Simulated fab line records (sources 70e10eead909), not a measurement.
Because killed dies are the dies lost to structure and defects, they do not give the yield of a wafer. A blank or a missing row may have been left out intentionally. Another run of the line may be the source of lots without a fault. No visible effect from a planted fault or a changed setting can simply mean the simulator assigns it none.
fab line records	flow nand-harc
[record] lots = 6	wafers = 18	last-day = 33
route steps=1302 shown A_CONTACT@1081 A_BLC@1107 END@1302
lots that met no fault: taken from a fault-free run of the same line
start-h: the number of hours between the record's first day and the start of the first shown wafer of the lot	wait-h: hours elapsed since this lot's preceding step	" as in the row above	L1.1+2: several wafers, shown together as one row	- no value, or no start was given	* or withheld: withheld	< > ~ a bound
route shown NAME@n: a module of which the file shows steps, and the number in the route of the first	usual: average and standard deviation across the fault-free wafers	same: alike in all rows	chamber/n: place in a boat	sites: readings site by site	_std_site: the standard deviation of these	_edge_site: inner sites' mean taken away from outer sites' mean	radius-mm: for every site, how far away it sits from the centre of the wafer	mask NAME#n: copy n	behind: tool/chamber where the wafer was last shaped	hold: the reason the lot was held/the length of the hold in hours/how it ended	device: names the non-switching transistor (n, p or np)	end of line: tests of these same wafers at the route's end	step lacking rows: just its recipe	killed: at the first sort, the dies lost to defects and structure; wafer yield is something else	map: dies across one wafer; x = killed, . = not, _ = none there
set.NAME: the setting as run; set.NAME@STEP: as run at that earlier step	model.NAME: the simulator's own value behind a step, which no gauge read
lots seen at some steps along the route; tables by step, rows by wafer
services: from which hour (start-h, from the record's first day; less than 0 if before it) a tool's chamber was out of use, for how many hours, and why
[[steps]]
[step NHARC_A_CONTACT_DESCUM_13]
[recipe] time-s = 3	o2-flow-sccm = 200	ar-flow-sccm = 0	bias-power-w = 0	chemistry = O2
[step NHARC_A_CONTACT_ETCH_88]
[recipe] target-depth-a = 390	over-etch-frac = 0.3	time-s = 65	ion-energy-ev = 80	cf4-flow-sccm = 150	ar-flow-sccm = 0	rf-w = 300	bias-w = 100	chemistry = CF4
[usual] bias-w = 99.98/0.29	drypump-motor-current-A = 5.8/0.43	oes-product-au = 1.000/0.0078	rf-vpp-V = 151.3/1.3	showerhead-plenum-p-Torr = 1.77/0.074	throttle-valve-pct = 13.284/0.0093
[same] over-etch-frac = 0.3
lot.wafer	tool	chamber	start-h	wait-h	bias-w	drypump-motor-current-A	oes-product-au	rf-hours-counter-h	rf-vpp-V	showerhead-plenum-p-Torr	throttle-valve-pct
L308.2	rie-diel-05	3	524.56	0.1	99.65	4.8	0.997	30	150.5	1.69	13.295
L308.1	"	0	"	"	99.84	6.1	1.003	32	152.1	1.76	13.286
L308.5	"	2	"	"	99.79	6.3	0.988	-	151.1	1.73	13.295
L311.2	rie-diel-05	3	534.53	0.2	99.75	4.9	0.992	35	150.0	1.69	13.293
L311.3	"	1	"	"	100.04	4.8	0.989	36	150.6	1.80	13.295
L311.5	"	3	"	"	99.71	4.9	0.984	-	148.8	1.69	13.287
L315.1	rie-diel-04	3	597.41	0.1	100.22	6.1	0.992	19	151.2	1.77	13.277
L315.4	"	0	"	"	99.71	5.7	0.990	14	151.2	1.69	13.270
L315.5	"	3	"	"	99.87	6.1	0.988	-	151.3	1.77	13.292
L322.1	rie-diel-10	3	644.91	0.1	99.94	6.4	0.996	8	150.3	1.77	13.294
L322.2	"	2	"	"	99.89	5.8	0.994	9	151.4	1.78	13.275
L322.5	"	3	"	"	100.43	6.4	0.988	-	151.3	1.77	13.262
L323.4	rie-diel-10	0	646.51	0.1	100.00	5.7	1.004	8	152.3	1.84	13.265
L323.2	"	2	"	"	99.86	5.8	0.994	9	150.4	1.79	13.282
L323.5	"	1	"	"	99.82	6.2	1.005	-	153.8	1.91	13.289
L330.4	rie-diel-04	1	726.32	0.1	99.93	5.8	1.001	4	150.5	1.71	13.294
L330.6	"	0	"	"	99.90	5.6	1.000	-	149.7	1.68	13.283
L330.5	"	1	"	"	100.01	5.8	0.992	-	150.3	1.71	13.280
[step NHARC_A_CONTACT_ETCH_89]
[recipe] target-depth-a = 2600	over-etch-frac = 0.3	time-s = 475.3	ion-energy-ev = 200	n2-flow-sccm = 150	h2-flow-sccm = 150	ar-flow-sccm = 0	rf-w = 400	bias-w = 150	chemistry = N2/H2
[step NHARC_A_CONTACT_ETCH_30]
[recipe] target-depth-a = 726	time-s = 36.3	cf4-flow-sccm = 100	chf3-flow-sccm = 30	ar-flow-sccm = 0	rf-w = 500	bias-w = 200	chemistry = CF4/CHF3
[step NHARC_A_CONTACT_ETCH_31]
[recipe] target-depth-a = 28000	over-etch-frac = 0.3	time-s = 728	ion-energy-ev = 150	o2-flow-sccm = 400	cos-flow-sccm = 20	ar-flow-sccm = 0	rf-w = 500	bias-w = 300	chemistry = O2/COS
[usual] bias-w = 299.9/0.88	drypump-motor-current-A = 5.8/0.43	oes-product-au = 1.000/0.0069	rf-vpp-V = 314.1/2.1	showerhead-plenum-p-Torr = 3.12/0.13	throttle-valve-pct = 28.330/0.0085
[same] over-etch-frac = 0.3
lot.wafer	tool	chamber	start-h	wait-h	bias-w	drypump-motor-current-A	oes-product-au	rf-hours-counter-h	rf-vpp-V	showerhead-plenum-p-Torr	throttle-valve-pct
L308.2	rie-diel-05	2	-	-	300.3	6.2	0.999	31	313.5	3.05	28.342
L308.1	"	0	"	"	298.3	6.1	1.006	32	314.0	3.10	28.327
L308.5	"	3	"	"	300.1	4.9	0.998	-	312.4	2.98	28.337
L311.2	rie-diel-05	3	-	-	301.9	4.9	0.993	35	312.6	2.98	28.317
L311.3	"	0	"	"	300.3	6.1	1.010	37	313.8	3.10	28.332
L311.5	"	2	"	"	299.5	6.2	0.984	-	312.7	3.05	28.328
L315.1	rie-diel-04	3	-	-	299.8	6.2	1.005	19	314.2	3.13	28.319
L315.4	"	0	"	"	301.2	5.7	1.005	14	311.2	2.98	28.325
L315.5	"	2	"	"	299.0	5.1	1.003	-	311.1	2.94	28.338
L322.1	rie-diel-10	0	-	-	298.9	5.7	1.006	7	316.4	3.26	28.301
L322.2	"	1	"	"	302.0	6.2	1.004	7	319.0	3.37	28.338
L322.5	"	1	"	"	301.0	6.2	0.998	-	317.7	3.37	28.336
L323.2	rie-diel-10	3	-	-	301.3	6.4	0.996	9	313.2	3.13	28.319
L323.4	"	2	"	"	299.7	5.8	0.990	-	314.7	3.15	28.326
L323.5	"	0	"	"	300.0	5.7	1.001	-	315.8	3.26	28.339
L330.4	rie-diel-04	1	-	-	299.9	5.9	0.997	5	311.4	3.01	28.324
L330.6	"	1	"	"	300.0	5.9	1.010	-	312.5	3.01	28.335
L330.5	"	2	"	"	300.0	5.1	1.004	-	311.0	2.92	28.318
[step NHARC_A_CONTACT_ETCH_134]
[recipe] source-w = withheld	pressure-mtorr = 20	bias-v = withheld	time-s = 140	target-depth-a = 7000	ar-flow-sccm = withheld	c4f8-flow-sccm = withheld	o2-flow-sccm = withheld	chemistry = C4F8/O2/Ar
[usual] oes-air-line-au = 1.005/0.021
lot.wafer	tool	chamber	start-h	wait-h	oes-air-line-au	rf-hours-counter-h
L308.1	har-cap-etch-01	0	525.59	-	1.011	2
L308.2	"	1	"	"	1.005	2
L308.5	"	1	"	"	0.988	-
L311.2	har-cap-etch-02	0	536.14	-	0.983	95
L311.3	"	1	"	"	0.996	-
L311.5	"	1	"	"	0.988	-
L315.1	har-cap-etch-01	0	598.50	-	1.035	14
L315.4	"	0	"	"	1.023	-
L315.5	"	1	"	"	1.013	-
L322.2	har-cap-etch-01	1	645.95	-	0.993	25
L322.1	"	0	"	"	0.976	25
L322.5	"	1	"	"	0.996	-
L323.2	har-cap-etch-02	0	647.66	-	1.027	115
L323.4	"	1	"	"	1.006	-
L323.5	"	1	"	"	1.012	-
L330.4	har-cap-etch-03	1	727.42	-	0.969	-
L330.5	"	1	"	"	0.974	-
L330.6	"	0	"	"	1.002	-
[step NHARC_A_CONTACT_ETCH_135]
[recipe] source-w = withheld	pressure-mtorr = 20	bias-v = 1200	time-s = 311	target-depth-a = 19120	ar-flow-sccm = withheld	c4f8-flow-sccm = withheld	o2-flow-sccm = withheld	chemistry = C4F8/O2/Ar
[step NHARC_A_CONTACT_ETCH_136]
[recipe] source-w = withheld	pressure-mtorr = 20	bias-v = 1200	time-s = 311	target-depth-a = 19120	ar-flow-sccm = withheld	c4f8-flow-sccm = withheld	o2-flow-sccm = withheld	chemistry = C4F8/O2/Ar
[usual] oes-air-line-au = 1.001/0.02
lot.wafer	tool	chamber	start-h	wait-h	oes-air-line-au	rf-hours-counter-h
L308.1	har-cap-etch-01	0	526.06	0.2	1.016	3
L308.2	"	1	"	"	0.957	3
L308.5	"	1	"	"	0.952	-
L311.2	har-cap-etch-02	0	536.62	0.2	1.012	95
L311.3	"	1	"	"	0.997	-
L311.5	"	1	"	"	0.997	-
L315.1	har-cap-etch-01	0	598.99	0.2	1.036	14
L315.4	"	0	"	"	1.005	-
L315.5	"	1	"	"	1.006	-
L322.2	har-cap-etch-01	1	646.41	0.2	1.012	26
L322.1	"	0	"	"	0.972	26
L322.5	"	1	"	"	0.987	-
L323.2	har-cap-etch-02	0	648.14	0.2	1.017	115
L323.4	"	1	"	"	0.976	-
L323.5	"	1	"	"	0.988	-
L330.4	har-cap-etch-03	1	727.91	0.2	1.022	-
L330.5	"	1	"	"	0.975	-
L330.6	"	0	"	"	1.004	-
[step NHARC_A_CONTACT_ETCH_137]
[recipe] source-w = withheld	pressure-mtorr = 20	bias-v = 1200	time-s = 311	target-depth-a = 19120	ar-flow-sccm = withheld	c4f8-flow-sccm = withheld	o2-flow-sccm = withheld	chemistry = C4F8/O2/Ar
[step NHARC_A_CONTACT_ETCH_138]
[recipe] source-w = withheld	pressure-mtorr = 20	bias-v = 1200	time-s = 311	target-depth-a = 19140	ar-flow-sccm = withheld	c4f8-flow-sccm = withheld	o2-flow-sccm = withheld	chemistry = C4F8/O2/Ar
[step NHARC_A_CONTACT_ETCH_139]
[recipe] source-w = withheld	pressure-mtorr = 20	bias-v = 400	time-s = 195	target-depth-a = 8400	ar-flow-sccm = withheld	c4f8-flow-sccm = 11.5	o2-flow-sccm = 7.2	chemistry = C4F8/O2/Ar
[step NHARC_A_CONTACT_ETCH_92]
[recipe] target-depth-a = 400	over-etch-frac = 0.5	time-s = 85.7	ion-energy-ev = 120	ch3f-flow-sccm = 50	o2-flow-sccm = 30	ar-flow-sccm = 200	rf-w = 500	bias-w = 100	chemistry = CH3F/O2
[step NHARC_A_CONTACT_ETCH_98]
[recipe] target-depth-a = 200	over-etch-frac = 0.5	time-s = 10	ion-energy-ev = 250	c4f6-flow-sccm = 25	o2-flow-sccm = 20	ar-flow-sccm = 500	rf-w = 600	bias-w = 500	chemistry = C4F6/O2
[usual] bias-w = 500.1/1.3	drypump-motor-current-A = 6.0/0.35	oes-product-au = 0.953/0.017	rf-vpp-V = 548/3.4	showerhead-plenum-p-Torr = 3.95/0.15	throttle-valve-pct = 26.902/0.0088
[same] over-etch-frac = 0.5
lot.wafer	tool	chamber	start-h	wait-h	bias-w	drypump-motor-current-A	oes-product-au	rf-hours-counter-h	rf-vpp-V	showerhead-plenum-p-Torr	throttle-valve-pct
L308.1	rie-diel-10	3	527.58	-	500.9	6.4	0.937	16	548	3.94	26.901
L308.2	"	1	"	"	502.2	6.2	0.948	20	542	3.65	26.917
L308.5	"	3	"	"	501.5	6.4	0.935	-	547	3.94	26.889
L311.2	rie-diel-10	2	538.09	-	498.4	5.8	0.996	20	549	3.97	26.908
L311.3	"	3	"	"	499.8	6.4	1.003	17	548	3.94	26.899
L311.5	"	2	"	"	499.5	5.8	1.004	-	547	3.97	26.893
L315.1	rie-diel-04	3	600.45	-	499.0	6.2	0.941	20	551	3.94	26.902
L315.4	"	0	"	"	499.5	5.7	0.959	15	543	3.75	26.915
L315.5	"	3	"	"	498.8	6.2	0.954	-	546	3.94	26.902
L322.1	rie-diel-10	3	647.95	0.1	499.7	6.4	0.954	10	546	3.93	26.903
L322.2	"	2	"	"	502.5	5.8	0.944	10	548	3.96	26.910
L322.5	"	2	"	"	500.8	5.8	0.949	-	547	3.96	26.911
L323.2	rie-diel-10	0	649.74	0.2	501.0	5.7	0.967	9	550	4.09	26.898
L323.4	"	0	"	"	501.0	5.8	0.961	-	551	4.09	26.900
L323.5	"	2	"	"	498.5	5.8	0.953	-	549	3.96	26.914
L330.4	rie-diel-10	0	729.33	-	504.7	5.7	0.960	23	551	4.08	26.900
L330.6	"	3	"	"	498.7	6.4	0.935	-	548	3.92	26.894
L330.5	"	0	"	"	503.2	5.7	0.965	-	549	4.08	26.904
[step NHARC_A_CONTACT_CD_MEAS_15]
[usual] cd-nm = 189.9/0.57
lot.wafer	tool	chamber	start-h	wait-h	cd-nm
L308.1	cd-sem-02	-	527.66	-	190.2
L308.2	"	-	"	"	189.5
L308.5	"	-	"	"	189.9
L311.2	cd-sem-01	-	538.18	-	190.2
L311.3	"	-	"	"	190.0
L311.5	"	-	"	"	189.5
L315.1	cd-sem-02	-	600.53	-	189.6
L315.4	"	-	"	"	189.7
L315.5	"	-	"	"	189.4
L322.1	cd-sem-01	-	648.03	-	190.4
L322.2	"	-	"	"	190.0
L322.5	"	-	"	"	190.0
L323.2	cd-sem-02	-	649.84	0.1	190.0
L323.4	"	-	"	"	190.0
L323.5	"	-	"	"	189.9
L330.4	cd-sem-01	-	729.42	-	190.7
L330.5	"	-	"	"	190.6
L330.6	"	-	"	"	191.6
[step NHARC_A_CONTACT_STRIP_107]
[recipe] n2-flow-sccm = 150	h2-flow-sccm = 150	ar-flow-sccm = 0	bias-w = 0	chemistry = N2/H2
[step NHARC_A_CONTACT_STRIP_108]
[recipe] cf4-flow-sccm = 100	chf3-flow-sccm = 30	ar-flow-sccm = 0	bias-w = 0	chemistry = CF4/CHF3
[step NHARC_A_CONTACT_STRIP_109]
[recipe] o2-flow-sccm = 400	cos-flow-sccm = 20	ar-flow-sccm = 0	bias-w = 0	chemistry = O2/COS
[step NHARC_A_CONTACT_ETCH_110]
[recipe] target-depth-a = 600	overetch-a = 60	time-s = 33	ion-energy-ev = 100	cf4-flow-sccm = 80	o2-flow-sccm = 20	ar-flow-sccm = 0	rf-w = 300	bias-w = 100	chemistry = CF4/O2
[usual] bias-w = 100.0/0.31	drypump-motor-current-A = 5.8/0.45	oes-product-au = 1.000/0.0069	rf-vpp-V = 197.9/1.4	showerhead-plenum-p-Torr = 1.34/0.055	throttle-valve-pct = 13.396/0.0086
lot.wafer	tool	chamber	start-h	wait-h	bias-w	drypump-motor-current-A	oes-product-au	rf-hours-counter-h	rf-vpp-V	showerhead-plenum-p-Torr	throttle-valve-pct
L308.1	rie-diel-10	0	527.96	0.1	100.1	5.7	1.006	17	199.4	1.40	13.379
L308.2	"	1	"	"	99.7	6.1	0.992	20	194.5	1.23	13.404
L308.5	"	3	"	"	99.9	6.4	1.005	-	197.1	1.34	13.407
L311.3	rie-diel-05	3	538.47	0.1	99.8	4.9	0.999	37	194.9	1.27	13.395
L311.2	"	1	"	"	99.9	4.8	0.982	39	200.0	1.36	13.413
L311.5	"	0	"	"	100.2	6.1	1.012	-	197.8	1.32	13.402
L315.4	rie-diel-04	1	600.92	0.1	100.4	5.9	1.002	23	197.4	1.29	13.406
L315.1	"	2	"	"	100.2	5.1	1.005	20	196.3	1.25	13.388
L315.5	"	1	"	"	100.4	5.8	1.002	-	197.8	1.29	13.414
L322.2	rie-diel-10	0	648.42	0.1	100.1	5.7	1.013	8	198.3	1.39	13.397
L322.1	"	2	"	"	99.9	5.8	0.997	10	197.6	1.35	13.392
L322.5	"	0	"	"	100.3	5.7	1.011	-	199.9	1.39	13.387
L323.2	rie-diel-10	2	650.23	0.1	99.4	5.8	0.997	10	197.0	1.35	13.405
L323.4	"	0	"	"	99.9	5.7	1.008	-	198.5	1.39	13.415
L323.5	"	0	"	"	99.6	5.7	1.002	-	197.7	1.39	13.388
L330.4	rie-diel-10	1	729.71	0.1	100.2	6.2	0.999	22	200.0	1.44	13.397
L330.6	"	2	"	"	100.4	5.8	1.004	-	199.2	1.34	13.396
L330.5	"	3	"	"	99.9	6.4	0.997	-	198.7	1.33	13.404
[step NHARC_A_CONTACT_STRIP_26]
[recipe] o2-flow-sccm = 500	ar-flow-sccm = 0	bias-w = 0	chemistry = O2
[step NHARC_A_CONTACT_STRIP_27]
[recipe] time-s = 600	temp-c = 30	chemistry = post-etch-residue-remover
[step NHARC_A_CONTACT_ALD_18]
[recipe] target-thk-a = 30	pulse-time-s = 1	ald-cycles = 150	temp-c = 450	material = TiN
[step NHARC_A_CONTACT_CVD_19]
[recipe] target-thk-a = 3000	temp-c = 300	pressure-torr = 40	wf6-flow-sccm = 40	h2-flow-sccm = 1600	ar-flow-sccm = 1560	time-s = 802	material = W
[step NHARC_A_CONTACT_CMP_20]
[recipe] t-overpolish-s = 30	target-thk-nm = 300
[step NHARC_A_CONTACT_SRD_22]
[step NHARC_A_BLC_DEHYDRATE_00]
[recipe] temp-c = 150	time-s = 120
[step NHARC_A_BLC_HMDS_01]
[recipe] time-s = 30
[step NHARC_A_BLC_COAT_02]
[recipe] temp-c = 260	time-s = 75
[step NHARC_A_BLC_COAT_03]
[recipe] temp-c = 225	time-s = 65
[step NHARC_A_BLC_COAT_04]
[recipe] spin-rpm = 1500	resist-thk-nm = 90
[step NHARC_A_BLC_SOFTBAKE_05]
[recipe] temp-c = 105	time-s = 55
[step NHARC_A_BLC_EBR_06]
[step NHARC_A_BLC_EXPOSE_07]
[recipe] na = 1.35	target-cd-nm = 100	dose-mj = 67.97	mask-id = A_BLC
[step NHARC_A_BLC_PEB_08]
[recipe] peb-temp-c = 100	peb-time-s = 65
[step NHARC_A_BLC_DEVELOP_09]
[recipe] develop-time-s = 35	dev-temp-c = 23
[step NHARC_A_BLC_CD_MEAS_10]
[recipe] target-cd-nm = 100	landing-energy-ev = 500
[usual] cd-nm = 99.9/0.55
lot.wafer	tool	chamber	start-h	wait-h	cd-nm
L308.1	cd-sem-03	0	530.60	-	100.1
L308.2	"	0	"	"	100.1
L308.5	"	0	"	"	100.3
L311.2	cd-sem-01	0	541.14	-	100.1
L311.3	"	0	"	"	99.7
L311.5	"	0	"	"	100.2
L315.1	cd-sem-02	0	603.59	-	99.4
L315.4	"	0	"	"	99.6
L315.5	"	0	"	"	98.8
L322.1	cd-sem-01	0	651.17	-	101.0
L322.2	"	0	"	"	100.4
L322.5	"	0	"	"	99.8
L323.2	cd-sem-01	0	653.06	-	99.7
L323.4	"	0	"	"	99.8
L323.5	"	0	"	"	100.2
L330.4	cd-sem-02	0	732.36	-	100.7
L330.5	"	0	"	"	100.6
L330.6	"	0	"	"	100.7
[step NHARC_A_BLC_OVL_MEAS_11]
[usual] overlay-x-nm = 0.3/0.88	overlay-y-nm = -0.1/0.88
lot.wafer	tool	chamber	start-h	wait-h	overlay-x-nm	overlay-y-nm
L308.1	overlay-01	-	530.69	-	0.2	0.3
L308.2	"	-	"	"	0.2	0.2
L308.5	"	-	"	"	1.3	0.2
L311.2	overlay-02	-	541.23	-	-0.8	-1.1
L311.3	"	-	"	"	-0.8	-1.5
L311.5	"	-	"	"	-0.6	-1.4
L315.1	overlay-01	-	603.68	-	0.6	-0.3
L315.4	"	-	"	"	0.7	-0.2
L315.5	"	-	"	"	0.4	-0.2
L322.1	overlay-01	-	651.26	-	1.1	-0.1
L322.2	"	-	"	"	1.4	-0.5
L322.5	"	-	"	"	0.8	-0.3
L323.2	overlay-01	-	653.15	-	0.2	-1.7
L323.4	"	-	"	"	0.1	-1.4
L323.5	"	-	"	"	0.2	-1.1
L330.4	overlay-01	-	732.44	-	0.2	1.0
L330.5	"	-	"	"	0.4	1.8
L330.6	"	-	"	"	0.3	1.3
[step NHARC_A_BLC_DESCUM_15]
[recipe] time-s = 3	o2-flow-sccm = 200	ar-flow-sccm = 0	bias-power-w = 0	chemistry = O2
[step NHARC_A_BLC_ETCH_16]
[recipe] target-depth-a = 390	over-etch-frac = 0.3	time-s = 65	ion-energy-ev = 80	cf4-flow-sccm = 150	ar-flow-sccm = 0	rf-w = 300	bias-w = 100	chemistry = CF4
[step NHARC_A_BLC_ETCH_17]
[recipe] target-depth-a = 3900	over-etch-frac = 0.25	time-s = 609.38	ion-energy-ev = 200	n2-flow-sccm = 150	h2-flow-sccm = 150	ar-flow-sccm = 0	rf-w = 400	bias-w = 150	chemistry = N2/H2
[step NHARC_END_SORT_01]
[recipe] temp-c = 25
[usual] killed-at-array = 53/18	killed-at-other = 0.9/1.3	killed-at-periphery = 4/3.1	killed-dies = 58/18	killed-open = 3.4/2	killed-short = 2.5/1.8
[same] gross-dies = 677
lot.wafer	tool	chamber	start-h	wait-h	killed-at-array	killed-at-other	killed-at-periphery	killed-dies	killed-open	killed-short
L315.1	prober-02	0	646.63	2.5	33	2	5	40	3	4
L315.4	prober-02	0	649.05	3.4	31	5	2	38	6	2
L315.5	prober-02	0	649.85	3.7	32	7	7	46	3	2
L322.1	prober-01	0	697.31	2.5	91	0	8	99	5	1
L322.2	prober-01	0	698.11	2.8	110	1	10	121	3	3
L322.5	prober-01	0	700.52	3.7	108	0	11	119	1	0
L323.2	prober-02	0	698.11	2.8	97	0	2	99	4	0
L323.4	prober-02	0	699.69	3.4	98	2	5	105	5	3
L323.5	prober-02	0	700.48	3.7	131	0	2	133	1	1
// killed by level:class
L315.1 A_CHANNEL_HOLE_D2:chamber-film-flake=19 A_CHANNEL_HOLE_D1:chamber-film-flake=5 P_BONDPAD:chamber-film-flake=3 A_ONON_D1:geometric-particle:open=2 THIN_TSV:chamber-film-flake=2 P_GATE:geometric-particle:short=1 A_ONON_D1:geometric-particle:short=1 A_CHANNEL_FILL_D1:geometric-particle:short=1
L315.4 A_CHANNEL_HOLE_D2:chamber-film-flake=13 THIN_TSV:chamber-film-flake=4 A_WL_FILL:chamber-film-flake=3 A_CONTACT:chamber-film-flake=3 A_SGD_CUT:chamber-film-flake=2 A_SOURCE_PLATE:geometric-particle:short=1 A_ONON_D1:geometric-particle:open=1 A_ONON_D2:geometric-particle:open=1
L315.5 A_CHANNEL_HOLE_D2:chamber-film-flake=15 THIN_TSV:chamber-film-flake=7 P_BONDPAD:chamber-film-flake=4 A_CHANNEL_HOLE_D1:chamber-film-flake=4 A_DECK1_JOINT:chamber-film-flake=4 P_GATE:chamber-film-flake=2 A_CONTACT:chamber-film-flake=2 P_M1:geometric-particle:short=1
L322.1 A_CONTACT:unspecified=58 A_CHANNEL_HOLE_D1:chamber-film-flake=19 P_CONTACT:chamber-film-flake=5 A_SLIT:chamber-film-flake=5 A_STAIRCASE:chamber-film-flake=4 P_GATE:geometric-particle:short=1 P_GATE:geometric-particle:open=1 P_CONTACT:geometric-particle:open=1
L323.2 A_CONTACT:unspecified=43 A_SLIT:chamber-film-flake=24 A_CHANNEL_HOLE_D1:chamber-film-flake=10 A_CHANNEL_HOLE_D2:chamber-film-flake=8 A_CONTACT:chamber-film-flake=6 A_STAIRCASE:chamber-film-flake=2 A_CHANNEL_HOLE_D1:geometric-particle:open=1 A_DECK1_JOINT:geometric-particle:open=1
L322.2 A_CONTACT:unspecified=67 A_CHANNEL_HOLE_D1:chamber-film-flake=36 P_CONTACT:chamber-film-flake=8 A_ZERO_WELL:chamber-film-flake=2 P_M1:geometric-particle:open=1 A_SOURCE_PLATE:geometric-particle:open=1 A_CHANNEL_FILL_D1:geometric-particle:short=1 A_WL_FILL:geometric-particle:short=1
L323.4 A_CONTACT:unspecified=45 A_SLIT:chamber-film-flake=18 A_CHANNEL_HOLE_D1:chamber-film-flake=10 A_CHANNEL_HOLE_D2:chamber-film-flake=9 A_CONTACT:chamber-film-flake=9 A_CHANNEL_FILL_D1:chamber-film-flake=2 A_STAIRCASE:chamber-film-flake=2 P_STI:geometric-particle:short=1
L323.5 A_CONTACT:unspecified=72 A_SLIT:chamber-film-flake=22 A_CHANNEL_HOLE_D2:chamber-film-flake=19 A_CONTACT:chamber-film-flake=6 A_CHANNEL_HOLE_D1:chamber-film-flake=5 A_STAIRCASE:chamber-film-flake=4 A_CHANNEL_FILL_D1:chamber-film-flake=2 P_M1:geometric-particle:open=1
L322.5 A_CONTACT:unspecified=74 A_CHANNEL_HOLE_D1:chamber-film-flake=30 P_CONTACT:chamber-film-flake=10 A_SLIT:chamber-film-flake=2 P_M0:geometric-particle:open=1 A_STAIRCASE:chamber-film-flake=1 A_WL_FILL:chamber-film-flake=1
// map L322.2 (x killed, . not)
____________.____________
_________......._________
_______..........._______
______.x...........______
_____..........x...._____
____.................____
____..........x.....x____
___...................___
___.....x.............___
__..x.x................__
__...xx.x..............__
_.....xxx.x............._
_..x.xx.xxx............._
_....xxxxxx............._
_....xxxxxxx........x..._
_...xxxxxxxxx..........._
....xxxxxxxx...........x.
.....xxxxxxx....x..x.....
....xxxxxxxx....xxxx.x...
....x.xxxxx.....xxxx.....
.......xxxx....xxx.......
_.....x........xxxxx...._
_x.............xxxxx...._
_.............xxxx.x...._
_...............xx......_
_...............xx......_
__..............xx.....__
__...............x.x...__
___..............x....___
___...................___
____......x..........____
____.x..x............____
_____..............._____
______...x.........______
_______..........._______
_________......._________
____________.____________
// map L323.5 (x killed, . not)
____________x____________
_________...xxxx_________
_______...xxxxxxx._______
______.....xx.xx...______
_____.....xxx.xxxxx._____
____........xxxxx.x.x____
____........x..xxxxx.____
___...........x.x.x.x.___
___..x......x.xx..x...___
__......x.......x......__
__...............x.....__
_...x..xxxx.....x......._
_....xxxxxxxx..........._
_....xxxxxx..x.........._
_....xxxxxxx.........x.._
_....xxxxxxx............_
...xx.xxxxxx.............
....xxxxxxxx..........xx.
..x.x.xxxxxxx............
.....xxxxxxx.............
.....xxx.xx...........x..
_.....x...............x._
_......x................_
_......................._
_......................._
_.....xx................_
__.x...................__
__.....................__
___.......x...........___
___...................___
____.................____
____.x...............____
_____..............._____
______.............______
_______..........._______
_________......._________
____________.____________
[[services]]
tool	chamber	start-h	hours	kind
rie-diel-10	0	502.18	-	clean
rie-diel-10	1	502.18	-	clean
rie-diel-10	2	502.18	-	clean
rie-diel-10	3	502.18	-	clean
rie-diel-10	3	502.36	6.0	repair
rie-diel-04	-	518.10	0.4	repair
rie-diel-10	0	526.68	-	clean
rie-diel-10	1	526.68	-	clean
rie-diel-10	2	526.68	-	clean
rie-diel-10	3	526.68	-	clean
rie-diel-04	-	532.73	9.0	pm
har-cap-etch-01	-	540.72	0.5	repair
rie-diel-10	0	551.24	-	clean
rie-diel-10	1	551.24	-	clean
rie-diel-04	0	556.36	9.9	repair
rie-diel-04	2	578.68	6.6	repair
rie-diel-10	3	587.41	6.6	repair
rie-diel-10	-	596.68	9.0	pm
rie-diel-05	0	610.12	17.1	repair
rie-diel-05	1	645.84	2.8	repair
rie-diel-10	3	648.01	3.5	repair
rie-diel-05	-	651.99	2.0	repair
rie-diel-10	-	661.80	0.6	repair
rie-diel-04	-	709.92	9.0	pm
[[key]]
[first-sign] step = NHARC_END_SORT_01	reading = killed-dies	direction = up	sigmas = 3	usual = 58	struck = 113
[effect] step = NHARC_END_SORT_01	reading = killed-at-array	direction = up	sigmas = 3	usual = 53	struck = 106
[more-kills-born-at] NHARC_A_CONTACT_ETCH_98@rie-diel-10 = 359
met-at NHARC_A_CONTACT_ETCH_98
struck-wafers L322.1,L322.2,L322.5,L323.2,L323.4,L323.5
tester-left-out L322,L323
onset-between 538.09 647.95
also-fits NHARC_A_CONTACT_ETCH_88:rie-diel-10,NHARC_A_CONTACT_ETCH_31:rie-diel-10
[fault] kind = chamber-particle-source	tool = rie-diel-10	chamber = -	onset-h = 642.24	steps = NHARC_A_CONTACT_ETCH_98	rate-per-visit-cm2 = 0.39454	end-h = 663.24
// tester-left-out: of these lots the tester's yield and bins aren't shown, on N5 and GAA mostly nor the transistor test; their killed dies are dies lost to structure and defects alone, not to doping, threshold or leakage, so they don't give the yield
